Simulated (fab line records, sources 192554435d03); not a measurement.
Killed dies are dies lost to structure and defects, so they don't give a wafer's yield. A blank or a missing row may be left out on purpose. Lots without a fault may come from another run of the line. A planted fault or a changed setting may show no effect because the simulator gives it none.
Chamber matching | flow n5_finfet | N5_MOL_CONTACT_COAG_DESCUM_45 on rie_diel-06: 4 sister chambers
The step chemistry O2, time 7 s. 4 wafers are shown with their chamber, then 8 later ones without.

WAFERS WITH THEIR CHAMBER
wafer  | chamber | drypump_motor_current_A (A)
L085.2 | 2       | 6.1
L085.3 | 1       | 5.3
L085.4 | 3       | 5.0
L091.2 | 0       | 5.8

WAFERS WITHOUT THEIR CHAMBER
wafer  | drypump_motor_current_A (A)
L091.5 | 5.8
L091.6 | 5.3
L093.3 | 5.8
L093.4 | 5.8
L093.6 | 5.0
L095.1 | 4.9
L095.2 | 5.8
L095.4 | 5.3

WHICH CHAMBER EACH WENT THROUGH
wafer  | from the rows above | in truth
L091.5 | 0                   | 0
L091.6 | 1                   | 1
L093.3 | 0                   | 0
L093.4 | 0                   | 0
L093.6 | 3                   | 3
L095.1 | 3                   | 3
L095.2 | 0                   | 0
L095.4 | 1                   | 1
Placed correctly: 8 of 8. Can't be placed from these rows: 0. Placed wrongly: 0.
How it was worked out, from the rows above alone: a wafer's distance from a chamber is the root of the sum, over the readings, of the square of ((its reading less the chamber's mean) divided by the reading's scatter). The wafer belongs to the nearest chamber; if the next one is less than 2 further off, it can't be placed. A chamber's mean is the mean of its shown wafers. The scatter: with one shown wafer a chamber, the root of the mean of the squares of how far each hidden wafer lies from its nearest shown one.
